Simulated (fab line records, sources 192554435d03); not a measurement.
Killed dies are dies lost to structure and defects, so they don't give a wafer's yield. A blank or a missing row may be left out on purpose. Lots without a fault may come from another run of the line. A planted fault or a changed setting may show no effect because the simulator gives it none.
Split-lot experiment | flow n5_finfet | 7 lots, 21 wafers read, on a route of 1938 steps

THE SPLIT
At N5_GATE_CUT_DESCUM_18 (chemistry O2, time 7 s), the setting time_s was moved away from the recipe's 7 s on 10 of the 21 wafers read, by -16.9% to +17.1%. The other wafers ran this setting at the recipe's value.

FROM THE SPLIT TO THE READING: what the file shows between them, 1 step
- N5_GATE_CUT_ETCH_28: etches underlayer in N2/H2, target depth 13 nm, time 10.4 s

THE READING
CAR-EUV_of_GATE_CUT_COAT_07.thk_nm (the simulator's own value, which no gauge read), in nm, at N5_GATE_CUT_ETCH_36 (etches SiARC in CF4, target depth 13 nm, time 21.7 s). The file gives no usual value for it. The 11 wafers here that ran the recipe average 6.9 nm, standard deviation 0.1 nm.

wafer  | tool, chamber at the split | time_s as run, s | against the recipe | CAR-EUV_of_GATE_CUT_COAT_07.thk_nm, nm | against lot-mates on the recipe
L076.1 | rie_diel-01, 0             | 7                | recipe             | 7                                      | -
L076.4 | rie_diel-01, 1             | 8.014            | +14.5%             | 6.6                                    | -0.4
L076.5 | rie_diel-01, 1             | 8.014            | +14.5%             | 6.4                                    | -0.6
L077.1 | rie_diel-01, 2             | 8.194            | +17.1%             | 6.2                                    | -0.6
L077.2 | rie_diel-01, 1             | 7                | recipe             | 6.8                                    | -
L077.4 | rie_diel-01, 3             | 8.194            | +17.1%             | 6                                      | -0.8
L079.3 | rie_diel-04, 3,0           | 6.216            | -11.2%             | 7.4                                    | +0.6
L079.4 | rie_diel-04, 3             | 7                | recipe             | 6.8                                    | -
L079.5 | rie_diel-04, 3,0           | 6.216            | -11.2%             | 7.4                                    | +0.6
L089.2 | rie_diel-01, 1,0,3         | 7                | recipe             | 7                                      | -
L089.3 | rie_diel-01, 1,0,3         | 7                | recipe             | 7                                      | -
L089.6 | rie_diel-01, 1,0,3         | 7                | recipe             | 6.8                                    | -
L090.1 | rie_diel-05, 1             | 7.682            | +9.7%              | 6.6                                    | -0.2
L090.4 | rie_diel-05, 3             | 7.682            | +9.7%              | 6.6                                    | -0.2
L090.5 | rie_diel-05, 2             | 7                | recipe             | 6.8                                    | -
L091.3 | rie_diel-01, 2,2,3         | 7                | recipe             | 7                                      | -
L091.5 | rie_diel-01, 2,2,3         | 7                | recipe             | 6.8                                    | -
L091.6 | rie_diel-01, 2,2,3         | 7                | recipe             | 6.8                                    | -
L093.1 | rie_diel-04, 3             | 5.816            | -16.9%             | 7.6                                    | +0.6
L093.2 | rie_diel-04, 2             | 7                | recipe             | 7                                      | -
L093.3 | rie_diel-04, 0             | 5.816            | -16.9%             | 7.8                                    | +0.8
Where a row lists several chambers, the file gives one row for several wafers and doesn't say which wafer went through which chamber.

THE FIT
A straight line over all 21 wafers: CAR-EUV_of_GATE_CUT_COAT_07.thk_nm changes by -0.0416 nm for each +1% of time_s; r = -0.96; the points scatter about the line by 0.12 nm.
The same after taking each lot's own level away (the mean of its wafers on the recipe; 21 wafers): -0.0399 nm for each +1%; r = -0.97; scatter 0.11 nm.
On that fit, the largest move of time_s shifts the reading by 0.68 nm.
The lots' own levels span 6.80 to 7.00 nm, that is 2.0 times the standard deviation above.
So the lot-to-lot level changes the slope little: the two slopes agree.
Check: with one of the wafers moved furthest among these (+17.1%) left out of the fit, the line predicts -0.649 nm for it against its lot-mates. It came out at -0.6 nm against them.

OTHER SPLITS ON THESE WAFERS
These wafers also went through other splits before the reading. Each is held against what the fit with the lots' levels taken away leaves over:
other split on the same wafers   | wafers away from the commonest value | r with CAR-EUV_of_GATE_CUT_COAT_07.thk_nm (lot level and that fit taken away)
N5_SD_EPI_P_EXPOSE_06 dose_mj    | 8                                    | -0.05
N5_HKMG_FIN_HK_ALD_01 ald_cycles | 9                                    | +0.56
N5_HKMG_FIN_PEB_47 peb_time_s    | 4                                    | +0.22
N5_HKMG_FIN_PEB_10 peb_time_s    | 10                                   | -0.10
N5_HKMG_FIN_DESCUM_17 time_s     | 9                                    | +0.04

THE WHOLE CHAIN: every reading that the file lists as answering this split, in the file's order
step                  | what it does                                                | reading                                                                             | change (the file's fit)                | r (the file's)
N5_GATE_CUT_DESCUM_18 | chemistry O2, time 7 s                                      | CAR-EUV_of_GATE_CUT_COAT_07.thk_nm (the simulator's own value, which no gauge read) | -0.0362 nm for each +1% of the setting | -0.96
N5_GATE_CUT_ETCH_28   | etches underlayer in N2/H2, target depth 13 nm, time 10.4 s | CAR-EUV_of_GATE_CUT_COAT_07.thk_nm (the simulator's own value, which no gauge read) | -0.0422 nm for each +1% of the setting | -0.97
N5_GATE_CUT_ETCH_36   | etches SiARC in CF4, target depth 13 nm, time 21.7 s        | CAR-EUV_of_GATE_CUT_COAT_07.thk_nm (the simulator's own value, which no gauge read) | -0.0394 nm for each +1% of the setting | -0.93

THE FILE'S OWN FIT
CAR-EUV_of_GATE_CUT_COAT_07.thk_nm changes by -0.0394 nm for each +1% of time_s, r = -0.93.
